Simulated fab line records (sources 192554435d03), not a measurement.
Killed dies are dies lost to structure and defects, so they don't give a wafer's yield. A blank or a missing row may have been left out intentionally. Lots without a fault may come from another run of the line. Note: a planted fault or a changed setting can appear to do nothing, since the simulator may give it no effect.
A lot that was struck, set against a sound lot    flow n5Finfet    14 out of 1938 route steps
Sound: wafers L354.2, L354.3, L354.4. The struck wafers were L357.1, L357.4, L357.6. The cause is given at the end.
For every step that has rows: the tool of each side, followed by ch and its chambers, followed by its first start. Under that, the readings that differ: sound wafers    struck wafers    difference of the means    sigmas: that difference in standard deviations of wafers without a fault.
alike: a reading whose means differ by less than 2 such deviations, as well as words and numbers matching on both sides. not compared: withheld readings; readings where some wafer has no value; bounds like >300 that might hide an equal value; numbers whose values overlap and for which the record gives no deviation.
The two part at a step that has a row with sigmas, a row that says differs or no value, or rows on one side only. Non-overlapping numbers with no deviation appear without sigmas and do not part them. Lack of a reading on every wafer of one side parts them only where that side has two or more wafers.

N5_MOL_CONTACT_COAG_CD_MEAS_08: the cd target is 28 nm.
  sound on cdSem-03 ch 0, day 7 21:58; struck on cdSem-02 ch 0, day 8 15:18
  alike: cdNm
N5_MOL_CONTACT_COAG_OVL_MEAS_09:
  sound on overlay-02 ch 0, day 7 21:59; struck on overlay-01 ch 0, day 8 15:20
  alike: CA_OVL
N5_MOL_CONTACT_COAG_INSPECT_10: inspects for defects (brightfield).
  sound on defectInspect-02 at day 7 22:02; struck on defectInspect-01 at day 8 15:23
  alike: rawDefectCount
N5_MOL_CONTACT_COAG_DESCUM_13: chemistry O2, time 7 s.
  sound on rieDiel-06 ch 2,3, day 7 22:10; struck on rieDiel-02 ch 1,3, day 8 15:25
  alike: drypumpMotorCurrentA, o2FlowSccm, oesProductAu, rfVppV, showerheadPlenumPTorr, throttleValvePct
  not compared: rfHoursCounterH
then, 1 step without rows for these wafers: N5_MOL_CONTACT_COAG_ETCH_59 (etches underlayer in N2/H2, target depth 13 nm, time 10.4 s).
N5_MOL_CONTACT_COAG_ETCH_105: etches SiARC in CF4, target depth 15.6 nm, time 26 s.
  sound on rieDiel-06 ch 2,3, day 7 22:14; struck on rieDiel-02 ch 1,3, day 8 15:28
  alike: drypumpMotorCurrentA, etchRfOnTimeS, oesProductAu, rfFwdPowerW, rfVppV, showerheadPlenumPTorr, throttleValvePct
  not compared: rfHoursCounterH
N5_MOL_CONTACT_COAG_ETCH_106: etches SOC in N2/H2, target depth 80 nm, overetch 16 nm, time 120 s.
  sound on rieDiel-06 ch 2,3, day 7 22:16; struck on rieDiel-02 ch 1,3, day 8 15:30
  alike: drypumpMotorCurrentA, oesProductAu, rfFwdPowerW, rfVppV, showerheadPlenumPTorr, throttleValvePct
  not compared: rfHoursCounterH
then, 2 steps without rows for these wafers: N5_MOL_CONTACT_COAG_STRIP_107 (strips in N2/H2); N5_MOL_CONTACT_COAG_STRIP_108 (strips in N2/H2).
N5_MOL_CONTACT_COAG_CONTACT_ETCH_14: etches SiO2 in C4F6/O2, target depth 27.5 nm, overetch 8.5 nm, time 20 s.
  sound on rieDiel-06 ch 2,3, day 7 22:22; struck on rieDiel-02 ch 1,3, day 8 15:36
reading          sound              struck             difference  sigmas
rfFwdPowerW (W)  359.6 361.5 360.8  362.8 366.6 366.0  +4.5        +2
  alike: drypumpMotorCurrentA, oes_f_703_au, oesProductAu, rfVppV, showerheadPlenumPTorr, throttleValvePct
  not compared: rfHoursCounterH
then, 1 step without rows for these wafers: N5_MOL_CONTACT_COAG_STRIP_109 (strips in C4F6/O2).
N5_MOL_CONTACT_COAG_ETCH_15: etches SiNx in CH3F/O2, stops on Si:P, target depth 7 nm.
  sound on rieDiel-06 ch 2,3, day 7 22:23; struck on rieDiel-02 ch 1,3, day 8 15:38
  alike: drypumpMotorCurrentA, oes_f_703_au, oesProductAu, rfFwdPowerW, rfVppV, showerheadPlenumPTorr, throttleValvePct
  not compared: rfHoursCounterH
N5_MOL_CONTACT_COAG_ETCH_110: etches Si in CF4/O2, target depth 2.5 nm, time 8 s.
  sound on rieDiel-06 ch 2,3, day 7 22:27; struck on rieDiel-02 ch 1,3, day 8 15:42
reading                  sound              struck             difference  sigmas
oes_f_703_au (a.u.)      0.94 0.74 0.75     1.21 0.98 0.98     +0.25       +3
rfFwdPowerW (W)          197.9 197.6 197.9  245.9 246.4 248.0  +49.0       +59
rfVppV (V)               123.4 125.2 125.2  109.3 113.9 114.3  -12.1       -5
model.etch.depthNm (nm)  2.565 2.438 2.437  2.996 3.044 3.058  +0.553      
  alike: drypumpMotorCurrentA, oesProductAu, showerheadPlenumPTorr, throttleValvePct
  not compared: rfHoursCounterH, model.SOC_of_MOL_CONTACT_COAG_COAT_103.thkNm
then, 1 step without rows for these wafers: N5_MOL_CONTACT_COAG_STRIP_98 (strips in N2/H2).

== WHERE THEY PART ==
First at N5_MOL_CONTACT_COAG_CONTACT_ETCH_14; last, within this record, at N5_MOL_CONTACT_COAG_ETCH_110.

WHY: what the simulator had put in
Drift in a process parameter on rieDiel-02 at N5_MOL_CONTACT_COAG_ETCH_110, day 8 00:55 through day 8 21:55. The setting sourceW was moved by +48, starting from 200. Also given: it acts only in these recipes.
